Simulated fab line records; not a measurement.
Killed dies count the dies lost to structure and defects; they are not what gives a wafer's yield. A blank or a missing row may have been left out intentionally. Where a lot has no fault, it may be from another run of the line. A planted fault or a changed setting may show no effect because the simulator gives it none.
fab line records | flow n5Finfet
record: lots: 10 | wafers: 29 | lastDay: 18
route steps=1938 shown BEOL_M1@835 BEOL_M2@854 BEOL_M4@1111 PASSIVATION@1936
lots that met no fault: from a run of the same line without faults
startH: the number of hours between the record's first day and the start of the first shown wafer of the lot | waitH: hours from the lot's prior step to this one | " identical to the entry in the row above | L1.1+2: several wafers, shown together as one row | - no value, or no start was given | * or withheld: withheld | < > ~ a bound
route shown NAME@n: names a module that has steps shown in the file, with the first one's number in the route | usual: mean/standard deviation of fault-free wafers | same: alike in all rows | chamber/n: place in a boat | sites: the reading at each site | _std_site: their standard deviation | _edge_site: the outer-site mean with the inner-site mean subtracted | radiusMm: how far each site lies from the wafer's centre | mask NAME#n: copy n | behind: tool/chamber where the wafer was last shaped | hold: why the lot was held/for how many hours/how that ended | device: names the non-switching transistor (n, p or np) | end of line: the same wafers' tests at the end of the route | a step with no rows: only its recipe | killed: not the wafer's yield, but the dies lost to structure and defects at the first sort | map: dies across one wafer; x = killed, . = not, _ = none there
set.NAME: the setting the step ran with; set.NAME@STEP: the setting that earlier step ran with | model.NAME: the simulator's own value behind a step, which no gauge read
a sample of lots followed through the steps of the route, with each step as a table and each wafer as a row
services: the hour from which a tool's chamber was out of use, counted from the record's first day as startH (under 0 if before that day), plus the number of hours and why
== steps ==
step: N5_BEOL_M1_PRE_CLEAN_60
recipe: gas: NH3/H2 | timeS: 15 | tempC: * | rfPowerW: 300
usual: heaterPowerOuterW: 21/12 | heaterPowerW: 88/17
lot.wafer | tool     | chamber | startH | waitH | heaterPowerOuterW | heaterPowerW
L738.1    | cvdCo-01 | 0       | 159.36 | 0.0   | 15                | 76
L738.4    | "        | 0       | "      | "     | 15                | 76
L738.5    | "        | 2       | "      | "     | 11                | 85
L745.1    | cvdCo-02 | 0       | 196.54 | 0.2   | 13                | 73
L745.2    | "        | 2       | "      | "     | 12                | 72
L745.3    | "        | 1       | "      | "     | 37                | 103
L746.3    | cvdCo-01 | 0       | 202.80 | 0.0   | 15                | 76
L746.4    | "        | 1       | "      | "     | 39                | 116
L746.6    | "        | 0       | "      | "     | 15                | 78
L749.2    | cvdCo-01 | 1       | 221.33 | 0.0   | 39                | 113
L749.3    | "        | 0       | "      | "     | 15                | 76
L749.6    | "        | 0       | "      | "     | 15                | 76
L750.1    | cvdCo-01 | 0       | 228.96 | 0.3   | 15                | 77
L750.2    | "        | 1       | "      | "     | 39                | 115
L750.5    | "        | 1       | "      | "     | 39                | 113
L752.1    | cvdCo-02 | 1       | 236.46 | 0.0   | 37                | 107
L752.3    | "        | 2       | "      | "     | 12                | 72
L752.5    | "        | 0       | "      | "     | 14                | 73
L753.3    | cvdCo-01 | 1       | 242.68 | 0.0   | 38                | 117
L753.4    | "        | 1       | "      | "     | 40                | 114
L753.5    | "        | 0       | "      | "     | 15                | 77
L756.2    | cvdCo-01 | 0       | 270.98 | 0.0   | 15                | 79
L756.5    | "        | 0       | "      | "     | 16                | 77
L758.3    | cvdCo-02 | 2       | 272.26 | 0.0   | 12                | 74
L758.5    | "        | 2       | "      | "     | 12                | 72
L758.6    | "        | 0       | "      | "     | 14                | 72
L757.2    | cvdCo-01 | 2       | 272.53 | 0.0   | 11                | 85
L757.3    | "        | 1       | "      | "     | 39                | 114
L757.5    | "        | 0       | "      | "     | 16                | 77
step: N5_BEOL_M2_CD_MEAS_11
recipe: targetCdNm: 16.79 | landingEnergyEv: 500 | detector: seInlens | polarity: opening
usual: cdNm: 16.91/0.27
lot.wafer | tool     | chamber | startH | waitH | cdNm
L738.1    | cdSem-02 | 0       | 162.12 | -     | 16.95
L738.4    | "        | 0       | "      | "     | 16.89
L738.5    | "        | 0       | "      | "     | 16.80
L745.1    | cdSem-02 | 0       | 199.65 | -     | 16.51
L745.2    | "        | 0       | "      | "     | 16.78
L745.3    | "        | 0       | "      | "     | 16.83
L746.3    | cdSem-03 | 0       | 205.40 | -     | 17.21
L746.4    | "        | 0       | "      | "     | 16.56
L746.6    | "        | 0       | "      | "     | 16.35
L749.2    | cdSem-03 | 0       | 223.19 | -     | 16.56
L749.3    | "        | 0       | "      | "     | 16.48
L749.6    | "        | 0       | "      | "     | 16.46
L750.1    | cdSem-02 | 0       | 231.91 | -     | 17.21
L750.2    | "        | 0       | "      | "     | 16.58
L750.5    | "        | 0       | "      | "     | 16.13
L752.1    | cdSem-01 | 0       | 239.37 | -     | 17.20
L752.3    | "        | 0       | "      | "     | 17.13
L752.5    | "        | 0       | "      | "     | 16.94
L753.3    | cdSem-01 | 0       | 246.09 | -     | 16.90
L753.4    | "        | 0       | "      | "     | 16.95
L753.5    | "        | 0       | "      | "     | 16.70
L756.2    | cdSem-03 | 0       | 272.55 | -     | 16.95
L756.5    | "        | 0       | "      | "     | 17.05
L758.3    | cdSem-02 | 0       | 273.43 | -     | 16.86
L758.5    | "        | 0       | "      | "     | 16.65
L758.6    | "        | 0       | "      | "     | 17.46
L757.2    | cdSem-03 | 0       | 273.51 | -     | 17.13
L757.3    | "        | 0       | "      | "     | 16.52
L757.5    | "        | 0       | "      | "     | 17.45
step: N5_BEOL_M2_ETCH_74
recipe: chemistry: N2/H2 | target: underlayer | targetDepthA: 65 | maskMaterial: CAR-EUV | timeS: 5.2 | ionEnergyEv: 200 | pressureMtorr: 30 | sourceW: 840 | biasW: 150 | n2FlowSccm: 200 | h2FlowSccm: 200 | ends: cleared
usual: drypumpMotorCurrentA: 5.70/0.28 | etchRfOnTimeS: 5.18/0.19 | oesProductAu: 0.70/0.071 | rfVppV: 523.7/2.8 | showerheadPlenumPTorr: 2.55/0.099 | throttleValvePct: 17.80/0.27
lot.wafer | tool       | chamber | startH | waitH | drypumpMotorCurrentA | etchRfOnTimeS | oesProductAu | rfHoursCounterH | rfVppV | showerheadPlenumPTorr | throttleValvePct
L738.1    | rieDiel-01 | 3       | 162.31 | 0.0   | 5.51                 | 5.17          | 0.58         | 246             | 520.5  | 2.39                  | 17.75
L738.4    | "          | 2       | "      | "     | 5.86                 | 5.39          | 0.64         | -               | 522.6  | 2.44                  | 17.71
L738.5    | "          | 3       | "      | "     | 5.49                 | 5.18          | 0.58         | -               | 521.7  | 2.40                  | 17.70
L745.1    | rieDiel-02 | 2       | 199.81 | 0.0   | 5.36                 | 5.27          | 0.75         | 33              | 521.6  | 2.51                  | 17.55
L745.2    | "          | 3       | "      | "     | 6.10                 | 5.25          | 0.61         | 194             | 524.5  | 2.51                  | 17.53
L745.3    | "          | 1       | "      | "     | 5.57                 | 5.35          | 0.77         | 24              | 528.8  | 2.72                  | 17.55
L746.3    | rieDiel-01 | 2       | 205.76 | 0.0   | 5.83                 | 5.50          | 0.64         | 140             | 521.4  | 2.44                  | 17.75
L746.4    | "          | 3       | "      | "     | 5.50                 | 5.05          | 0.86         | 6               | 528.0  | 2.71                  | 17.27
L746.6    | "          | 0       | "      | "     | 5.75                 | 4.80          | 0.73         | -               | 521.4  | 2.51                  | 18.09
L749.2    | rieDiel-02 | 2       | 223.42 | 0.0   | 5.37                 | 5.32          | 0.73         | 39              | 524.0  | 2.51                  | 17.55
L749.3    | "          | 3       | "      | "     | 6.11                 | 5.18          | 0.60         | 201             | 523.1  | 2.50                  | 17.57
L749.6    | "          | 0       | "      | "     | 5.98                 | 4.99          | 0.72         | -               | 524.4  | 2.59                  | 18.04
L750.1    | rieDiel-02 | 3       | 232.07 | 0.0   | 6.14                 | 5.25          | 0.60         | 205             | 521.5  | 2.50                  | 17.59
L750.2    | "          | 0       | "      | "     | 5.95                 | 5.04          | 0.72         | 92              | 525.0  | 2.59                  | 18.05
L750.5    | "          | 3       | "      | "     | 6.12                 | 5.21          | 0.60         | -               | 526.7  | 2.50                  | 17.57
L752.1    | rieDiel-02 | 1       | 239.53 | 0.0   | 5.57                 | 5.41          | 0.74         | 38              | 526.5  | 2.71                  | 17.56
L752.3    | "          | 3       | "      | "     | 6.11                 | 5.27          | 0.60         | 208             | 522.3  | 2.50                  | 17.56
L752.5    | "          | 0       | "      | "     | 5.98                 | 5.11          | 0.70         | -               | 522.1  | 2.59                  | 18.04
L753.3    | rieDiel-02 | 1       | 246.25 | 0.0   | 5.58                 | 5.39          | 0.74         | 40              | 527.4  | 2.71                  | 17.58
L753.4    | "          | 0       | "      | "     | 5.98                 | 5.03          | 0.70         | 98              | 525.1  | 2.59                  | 18.04
L753.5    | "          | 0       | "      | "     | 6.00                 | 5.09          | 0.70         | -               | 526.0  | 2.59                  | 18.05
L756.2    | rieDiel-01 | 1       | 272.75 | 0.0   | 5.56                 | 4.98          | 0.76         | 39              | 526.7  | 2.63                  | 18.04
L756.5    | "          | 0       | "      | "     | 5.74                 | 4.89          | 0.71         | -               | 521.1  | 2.50                  | 18.14
L758.3    | rieDiel-02 | 3       | 273.58 | 0.0   | 6.08                 | 5.19          | 0.59         | 220             | 524.0  | 2.49                  | 17.58
L758.5    | "          | 0       | "      | "     | 5.95                 | 5.05          | 0.68         | -               | 524.0  | 2.59                  | 18.05
L758.6    | "          | 3       | "      | "     | 6.08                 | 5.22          | 0.59         | -               | 522.2  | 2.50                  | 17.60
L757.2    | rieDiel-01 | 3       | 273.67 | 0.0   | 5.50                 | 5.08          | 0.79         | 29              | 528.3  | 2.70                  | 17.32
L757.3    | "          | 2       | "      | "     | 5.86                 | 5.45          | 0.62         | 165             | 521.2  | 2.43                  | 17.82
L757.5    | "          | 0       | "      | "     | 5.67                 | 4.86          | 0.69         | -               | 520.0  | 2.50                  | 18.10
step: N5_BEOL_M2_STRIP_66
recipe: chemistry: CF4 | resist: SiARC | powerW: 300 | biasPowerW: 75 | pressureMtorr: 50 | cf4FlowSccm: 150 | rfFrequencyHz: 6e+07
usual: biasPowerW: 74.98/0.22 | cf4FlowSccm: 150.0/0.43 | drypumpMotorCurrentA: 5.69/0.28 | oesProductAu: 0.80/0.075 | rfVppV: 270.9/1.6 | showerheadPlenumPTorr: 1.79/0.07 | throttleValvePct: 13.50/0.23
lot.wafer | tool       | chamber | startH | waitH | biasPowerW | cf4FlowSccm | drypumpMotorCurrentA | oesProductAu | rfHoursCounterH | rfVppV | showerheadPlenumPTorr | throttleValvePct
L738.1    | rieDiel-01 | 3       | 162.49 | 0.0   | 75.11      | 149.8       | 5.47                 | 0.67         | 247             | 268.3  | 1.68                  | 13.55
L738.4    | "          | 2       | "      | "     | 74.99      | 150.2       | 5.85                 | 0.77         | -               | 270.5  | 1.72                  | 13.28
L738.5    | "          | 3       | "      | "     | 75.05      | 149.5       | 5.51                 | 0.67         | -               | 269.4  | 1.68                  | 13.56
L745.1    | rieDiel-02 | 2       | 199.99 | 0.0   | -          | -           | -                    | -            | -               | -      | -                     | -
L745.2    | "          | 3       | "      | "     | -          | -           | -                    | -            | -               | -      | -                     | -
L745.3    | "          | 1       | "      | "     | -          | -           | -                    | -            | -               | -      | -                     | -
L746.3    | rieDiel-01 | 2       | 205.94 | 0.0   | -          | -           | -                    | -            | -               | -      | -                     | -
L746.4    | "          | 3       | "      | "     | -          | -           | -                    | -            | -               | -      | -                     | -
L746.6    | "          | 0       | "      | "     | -          | -           | -                    | -            | -               | -      | -                     | -
L749.2    | rieDiel-02 | 2       | 223.60 | 0.0   | 75.32      | 150.0       | 5.36                 | 0.85         | 39              | 270.8  | 1.75                  | 13.19
L749.3    | "          | 3       | "      | "     | 75.15      | 150.0       | 6.12                 | 0.71         | 201             | 270.3  | 1.78                  | 13.61
L749.6    | "          | 0       | "      | "     | 75.40      | 149.9       | 5.94                 | 0.82         | -               | 271.0  | 1.81                  | 13.59
L750.1    | rieDiel-02 | 3       | 232.25 | 0.0   | 75.28      | 150.5       | 6.08                 | 0.70         | 205             | 270.6  | 1.78                  | 13.63
L750.2    | "          | 0       | "      | "     | 74.87      | 150.0       | 5.96                 | 0.81         | 92              | 271.4  | 1.81                  | 13.61
L750.5    | "          | 3       | "      | "     | 75.26      | 149.8       | 6.09                 | 0.70         | -               | 269.7  | 1.78                  | 13.62
L752.1    | rieDiel-02 | 1       | 239.70 | 0.0   | 75.03      | 150.2       | 5.52                 | 0.87         | 38              | 274.4  | 1.93                  | 13.39
L752.3    | "          | 3       | "      | "     | 75.18      | 149.9       | 6.11                 | 0.69         | 208             | 270.4  | 1.78                  | 13.65
L752.5    | "          | 0       | "      | "     | 75.17      | 149.7       | 5.98                 | 0.80         | -               | 271.2  | 1.80                  | 13.63
L753.3    | rieDiel-02 | 1       | 246.42 | 0.0   | 75.09      | 150.3       | 5.59                 | 0.87         | 41              | 272.0  | 1.93                  | 13.41
L753.4    | "          | 0       | "      | "     | 75.04      | 149.8       | 6.00                 | 0.80         | 98              | 270.2  | 1.80                  | 13.61
L753.5    | "          | 0       | "      | "     | 75.19      | 149.8       | 5.95                 | 0.79         | -               | 270.5  | 1.80                  | 13.61
L756.2    | rieDiel-01 | 1       | 272.92 | 0.0   | 74.81      | 149.8       | 5.53                 | 0.87         | 39              | 269.9  | 1.79                  | 13.17
L756.5    | "          | 0       | "      | "     | 74.78      | 150.0       | 5.69                 | 0.79         | -               | 268.7  | 1.75                  | 13.62
L758.3    | rieDiel-02 | 3       | 273.76 | 0.0   | 74.70      | 150.6       | 6.14                 | 0.69         | 220             | 272.4  | 1.78                  | 13.66
L758.5    | "          | 0       | "      | "     | 74.77      | 149.6       | 5.94                 | 0.80         | -               | 270.9  | 1.80                  | 13.62
L758.6    | "          | 3       | "      | "     | 74.68      | 150.2       | 6.13                 | 0.69         | -               | 270.4  | 1.78                  | 13.68
L757.2    | rieDiel-01 | 3       | 273.85 | 0.0   | 75.15      | 150.1       | 5.51                 | 0.90         | 29              | 273.4  | 1.88                  | 13.05
L757.3    | "          | 2       | "      | "     | 75.05      | 149.8       | 5.84                 | 0.73         | 165             | 269.7  | 1.70                  | 13.37
L757.5    | "          | 0       | "      | "     | 75.13      | 149.2       | 5.70                 | 0.79         | -               | 270.2  | 1.75                  | 13.62
step: N5_BEOL_M4_RC_MEAS_101
usual: DIBL_N: 36.2/2.2 | DIBL_P: 36.1/2.8 | IOFF_N: 0.16/0.041 | IOFF_P: 0.21/0.047 | ION_N: 676/16 | ION_P: 463/11 | SS_N: 71.6/0.78 | SS_P: 73.3/0.86 | VT_N: 249/3.8 | VT_P: -251/3.9
lot.wafer | tool      | chamber | startH | waitH | DIBL_N[mV/V] | DIBL_P[mV/V] | IOFF_N[nA/um] | IOFF_P[nA/um] | ION_N[uA/um] | ION_P[uA/um] | SS_N[mV/dec] | SS_P[mV/dec] | VT_N[mV] | VT_P[mV]
L738.1    | prober-02 | 0       | 202.84 | 0.0   | 37.1         | 37.5         | 0.18          | 0.23          | 682          | 465          | 72.0         | 73.7         | 246      | -249
L738.4    | "         | 0       | "      | "     | 35.7         | 34.3         | 0.16          | 0.17          | 668          | 451          | 72.5         | 73.5         | 251      | -252
L738.5    | "         | 0       | "      | "     | 35.9         | 36.3         | 0.16          | 0.20          | 684          | 465          | 71.1         | 73.9         | 250      | -254
L745.1    | prober-01 | 0       | 241.22 | 0.0   | 34.4         | 33.7         | 0.15          | 0.21          | 679          | 469          | 71.0         | 73.1         | 251      | -248
L745.2    | "         | 0       | "      | "     | 35.1         | 32.9         | 0.17          | 0.20          | 708          | 478          | 71.5         | 72.3         | 246      | -249
L745.3    | "         | 0       | "      | "     | 37.0         | 37.8         | 0.20          | 0.29          | 673          | 469          | 71.7         | 74.1         | 244      | -246
L746.3    | prober-01 | 0       | 243.53 | 0.3   | 37.2         | 36.5         | 0.19          | 0.20          | 695          | 472          | 71.7         | 73.8         | 246      | -254
L746.4    | "         | 0       | "      | "     | 34.2         | 34.1         | 0.13          | 0.17          | 646          | 446          | 70.3         | 72.6         | 250      | -256
L746.6    | "         | 0       | "      | "     | 35.3         | 36.3         | 0.16          | 0.21          | 665          | 454          | 71.2         | 73.6         | 247      | -252
L749.2    | prober-01 | 0       | 273.69 | 0.2   | 35.5         | 36.9         | 0.16          | 0.21          | 669          | 459          | 71.9         | 73.2         | 247      | -250
L749.3    | "         | 0       | "      | "     | 37.2         | 38.5         | 0.21          | 0.24          | 691          | 468          | 72.1         | 73.8         | 243      | -247
L749.6    | "         | 0       | "      | "     | 35.6         | 36.7         | 0.18          | 0.21          | 686          | 466          | 72.0         | 73.7         | 245      | -252
L750.1    | prober-02 | 0       | 276.83 | 0.0   | 37.5         | 35.7         | 0.19          | 0.20          | 678          | 460          | 72.2         | 72.8         | 246      | -251
L750.2    | "         | 0       | "      | "     | 32.0         | 31.0         | 0.10          | 0.15          | 654          | 454          | 70.3         | 71.6         | 255      | -256
L750.5    | "         | 0       | "      | "     | 38.7         | 39.0         | 0.21          | 0.26          | 683          | 467          | 71.8         | 74.6         | 247      | -248
L752.1    | prober-02 | 0       | 282.79 | 0.0   | 34.3         | 35.4         | 0.12          | 0.22          | 670          | 465          | 71.2         | 73.6         | 252      | -249
L752.3    | "         | 0       | "      | "     | 37.1         | 38.4         | 0.17          | 0.26          | 683          | 478          | 72.3         | 74.2         | 249      | -246
L752.5    | "         | 0       | "      | "     | 38.3         | 38.5         | 0.17          | 0.25          | 677          | 470          | 72.5         | 74.3         | 248      | -246
L753.3    | prober-02 | 0       | 296.91 | 0.3   | 39.9         | 38.6         | 0.23          | 0.29          | 683          | 470          | 73.2         | 72.8         | 245      | -242
L753.4    | "         | 0       | "      | "     | 32.8         | 31.0         | 0.10          | 0.16          | 667          | 463          | 70.8         | 71.9         | 253      | -255
L753.5    | "         | 0       | "      | "     | 35.3         | 33.6         | 0.13          | 0.20          | 672          | 472          | 71.3         | 72.5         | 252      | -249
L756.2    | prober-01 | 0       | 305.86 | 0.4   | 37.1         | 39.2         | 0.20          | 0.25          | 700          | 481          | 71.7         | 74.1         | 246      | -247
L756.5    | "         | 0       | "      | "     | 35.2         | 37.6         | 0.16          | 0.22          | 675          | 461          | 71.9         | 73.6         | 248      | -251
L758.3    | prober-01 | 0       | 313.13 | 0.3   | 35.8         | 38.1         | 0.15          | 0.23          | 661          | 461          | 70.6         | 74.0         | 250      | -250
L758.5    | "         | 0       | "      | "     | 40.4         | 42.0         | 0.26          | 0.31          | 701          | 482          | 72.5         | 75.7         | 242      | -245
L758.6    | "         | 0       | "      | "     | 31.0         | 31.3         | 0.08          | 0.13          | 647          | 449          | 69.6         | 71.7         | 260      | -255
L757.2    | prober-02 | 0       | 316.46 | 0.2   | 33.7         | 32.3         | 0.11          | 0.14          | 653          | 450          | 69.8         | 71.8         | 254      | -255
L757.3    | "         | 0       | "      | "     | 33.2         | 31.3         | 0.10          | 0.14          | 664          | 453          | 70.4         | 71.6         | 256      | -258
L757.5    | "         | 0       | "      | "     | 38.4         | 37.8         | 0.18          | 0.21          | 669          | 455          | 71.6         | 73.5         | 249      | -254
step: N5_PASSIVATION_PROBE_49
usual: defectLimitedYield: 91.4/1.4 | killed_at_M0_to_M3: 33/10 | killed_at_M4_up: 14/6.1 | killedAtContacts: 14/6.1 | killedAtFrontEnd: 38/9.7 | killedAtOther: 3.1/2.9 | killedDies: 102/17 | killedOpen: 67/13 | killedShort: 32/8 | sort_bin_5_function: 5.1/0.94 | sort_bin_6_memory: 3.2/0.68 | sort_bin_8_speed: 0.02/0.17 | sortNPass: 1078/17 | sortYieldPct: 91.3/1.5
same: grossDies: 1180 | killedAtBackSide: 0 | sort_bin_4_leakage[%]: 0
lot.wafer | tool      | chamber | startH | waitH | defectLimitedYield[%] | killed_at_M0_to_M3 | killed_at_M4_up | killedAtContacts | killedAtFrontEnd | killedAtOther | killedDies | killedOpen | killedShort | sort_bin_5_function[%] | sort_bin_6_memory[%] | sort_bin_8_speed[%] | sortNPass | sortYieldPct[%]
L746.3    | prober-01 | -       | 346.63 | 0.1   | 90.8                  | 47                 | 10              | 16               | 35               | 1             | 109        | 72         | 34          | 5.3                    | 3.2                  | 0                   | 1071      | 90.8
L746.4    | prober-01 | -       | 346.68 | 0.2   | 91.1                  | 36                 | 10              | 16               | 40               | 3             | 105        | 63         | 36          | 5.2                    | 2.5                  | 0                   | 1075      | 91.1
L746.6    | prober-01 | -       | 346.78 | 0.3   | 89.9                  | 43                 | 12              | 26               | 32               | 6             | 119        | 80         | 38          | 5.3                    | 4.6                  | 0                   | 1061      | 89.9
L750.1    | prober-02 | -       | 376.72 | 0.0   | 91.6                  | 23                 | 15              | 22               | 38               | 1             | 99         | 57         | 39          | 4.9                    | 3.2                  | 0                   | 1081      | 91.6
L750.2    | prober-02 | -       | 376.77 | 0.1   | 90.6                  | 39                 | 16              | 9                | 39               | 8             | 111        | 69         | 37          | 5.3                    | 3.6                  | 0                   | 1069      | 90.6
L750.5    | prober-02 | -       | 376.92 | 0.2   | 92.3                  | 24                 | 12              | 13               | 36               | 6             | 91         | 48         | 31          | 4.2                    | 2.2                  | 0                   | 1089      | 92.3
L752.1    | prober-02 | -       | 405.48 | 0.0   | 90.1                  | 25                 | 20              | 28               | 43               | 1             | 117        | 77         | 38          | 6.8                    | 3.0                  | 0                   | 1063      | 90.1
L752.3    | prober-02 | -       | 405.58 | 0.1   | 89.7                  | 32                 | 18              | 16               | 53               | 2             | 121        | 87         | 33          | 5.9                    | 4.0                  | 0                   | 1059      | 89.7
L752.5    | prober-02 | -       | 405.68 | 0.2   | 91.7                  | 19                 | 24              | 17               | 34               | 4             | 98         | 65         | 33          | 4.4                    | 3.6                  | 0                   | 1082      | 91.7
L757.2    | prober-01 | -       | 419.06 | 0.1   | 91.4                  | 29                 | 18              | 11               | 41               | 3             | 102        | 67         | 34          | 5.3                    | 2.8                  | 0                   | 1078      | 91.4
L757.3    | prober-01 | -       | 419.11 | 0.1   | 91.8                  | 42                 | 13              | 8                | 34               | 0             | 97         | 62         | 35          | 5.0                    | 2.9                  | 0                   | 1083      | 91.8
L757.5    | prober-01 | -       | 419.21 | 0.2   | 91.9                  | 27                 | 16              | 17               | 36               | 0             | 96         | 58         | 38          | 4.7                    | 3.1                  | 0                   | 1084      | 91.9
killed by level:class
L746.3 MOL_CONTACT_COAG:geometricParticle:open=15 BEOL_M0_SAQP:geometricParticle:short=12 BEOL_M3:geometricParticle:open=12 BEOL_M0_SAQP:geometricParticle:open=11 DUMMY_GATE:geometricParticle:open=7 BEOL_M2:geometricParticle:open=6 FIN_SAQP:geometricParticle:short=5 STI_FIN_REVEAL:geometricParticle:open=4
L746.4 BEOL_M2:geometricParticle:open=11 MOL_CONTACT_COAG:geometricParticle:open=10 STI_FIN_REVEAL:geometricParticle:open=7 DUMMY_GATE:geometricParticle:open=7 MOL_CONTACT_COAG:geometricParticle:short=6 BEOL_M0_SAQP:geometricParticle:open=6 BEOL_M3:geometricParticle:open=6 BEOL_M4:geometricParticle:short=5
L746.6 MOL_CONTACT_COAG:geometricParticle:open=18 BEOL_M0_SAQP:geometricParticle:open=14 BEOL_M0_SAQP:geometricParticle:short=9 MOL_CONTACT_COAG:geometricParticle:short=8 BEOL_M2:geometricParticle:short=8 BEOL_M3:geometricParticle:open=8 FIN_SAQP:geometricParticle:short=6 STI_FIN_REVEAL:geometricParticle:open=6
L750.1 FIN_SAQP:geometricParticle:short=16 MOL_CONTACT_COAG:geometricParticle:open=15 MOL_CONTACT_COAG:geometricParticle:short=7 BEOL_M3:geometricParticle:open=7 FIN_SAQP:geometricParticle:open=5 BEOL_M0_SAQP:geometricParticle:short=5 DUMMY_GATE:geometricParticle:open=4 STI_FIN_REVEAL:geometricParticle:open=3
L750.2 MOL_CONTACT_COAG:geometricParticle:open=8 BEOL_M0_SAQP:geometricParticle:short=8 BEOL_M0_SAQP:geometricParticle:open=8 FIN_SAQP:geometricParticle:short=7 BEOL_M1:geometricParticle:open=7 BEOL_M2:geometricParticle:open=6 STI_FIN_REVEAL:geometricParticle:open=6 FIN_SAQP:geometricParticle:open=5
L750.5 MOL_CONTACT_COAG:geometricParticle:open=11 FIN_SAQP:geometricParticle:open=8 HKMG_FIN:areaEtch=8 BEOL_M0_SAQP:geometricParticle:short=7 BEOL_M0_SAQP:geometricParticle:open=5 FIN_SAQP:geometricParticle:short=4 GATE_CUT:geometricParticle:short=4 BEOL_M4:geometricParticle:short=3
L752.1 MOL_CONTACT_COAG:geometricParticle:open=23 FIN_SAQP:geometricParticle:open=12 FIN_SAQP:geometricParticle:short=8 BEOL_M0_SAQP:geometricParticle:open=7 BEOL_M1:geometricParticle:short=7 STI_FIN_REVEAL:geometricParticle:open=5 MOL_CONTACT_COAG:geometricParticle:short=5 BEOL_M4:geometricParticle:open=5
L752.3 STI_FIN_REVEAL:geometricParticle:open=14 MOL_CONTACT_COAG:geometricParticle:open=14 FIN_SAQP:geometricParticle:open=9 BEOL_M0_SAQP:geometricParticle:open=9 BEOL_M0_SAQP:geometricParticle:short=8 FIN_SAQP:geometricParticle:short=6 STARTING-WAFER:geometricParticle:open=6 BEOL_M3:geometricParticle:open=5
L752.5 MOL_CONTACT_COAG:geometricParticle:open=14 FIN_SAQP:geometricParticle:open=10 FIN_SAQP:geometricParticle:short=7 BEOL_M4:geometricParticle:open=7 DUMMY_GATE:geometricParticle:open=5 BEOL_M5:geometricParticle:open=5 STI_FIN_REVEAL:geometricParticle:open=4 STARTING-WAFER:geometricParticle:short=4
L757.2 BEOL_M1:geometricParticle:open=10 FIN_SAQP:geometricParticle:open=9 FIN_SAQP:geometricParticle:short=8 STI_FIN_REVEAL:geometricParticle:open=8 BEOL_M0_SAQP:geometricParticle:open=7 BEOL_M4:geometricParticle:open=7 MOL_CONTACT_COAG:geometricParticle:open=6 GATE_CUT:geometricParticle:short=6
L757.3 BEOL_M2:geometricParticle:open=12 BEOL_M0_SAQP:geometricParticle:short=10 STI_FIN_REVEAL:geometricParticle:open=9 FIN_SAQP:geometricParticle:short=8 MOL_CONTACT_COAG:geometricParticle:open=8 BEOL_M0_SAQP:geometricParticle:open=6 BEOL_M4:geometricParticle:open=6 BEOL_M3:geometricParticle:open=5
L757.5 BEOL_M1:geometricParticle:open=13 MOL_CONTACT_COAG:geometricParticle:open=12 BEOL_M4:geometricParticle:open=12 STI_FIN_REVEAL:geometricParticle:open=9 FIN_SAQP:geometricParticle:short=7 BEOL_M0_SAQP:geometricParticle:short=7 GATE_CUT:geometricParticle:short=5 MOL_CONTACT_COAG:geometricParticle:short=5
== services ==
tool       | chamber | startH | hours | kind
rieDiel-01 | 0       | 144.40 | 8.7   | repair
rieDiel-01 | 1       | 153.05 | -     | clean
rieDiel-01 | 1       | 153.05 | -     | consumableReplace:focusRing
rieDiel-01 | 1       | 153.05 | 14.7  | scheduledDown
rieDiel-01 | 1       | 153.05 | 14.7  | ventCycle
rieDiel-01 | 3       | 171.36 | -     | clean
rieDiel-01 | 3       | 171.36 | -     | consumableReplace:focusRing
rieDiel-01 | 3       | 171.36 | -     | consumableReplace:showerhead
rieDiel-01 | 3       | 171.36 | 16.3  | scheduledDown
rieDiel-01 | 3       | 171.36 | 16.3  | ventCycle
cvdCo-01   | -       | 171.50 | 0.3   | repair
cvdCo-01   | -       | 193.43 | 6.9   | pm
rieDiel-02 | 2       | 227.14 | 8.3   | repair
== key ==
firstSign: step: N5_BEOL_M2_STRIP_66 | reading: toolRecord | direction: missing
effect none on later readings
metAt N5_BEOL_M2_STRIP_66
struckLots L745,L746
notActingAt N5_BEOL_M1_PRE_CLEAN_60,N5_BEOL_M2_CD_MEAS_11,N5_BEOL_M2_ETCH_74
onsetBetween 162.49 199.99
fault: kind: skippedStepWhole | tool: rieDiel-01,rieDiel-02 | chamber: - | onsetH: 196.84 | steps: N5_BEOL_M2_STRIP_66 | scope: struckLotsOnly
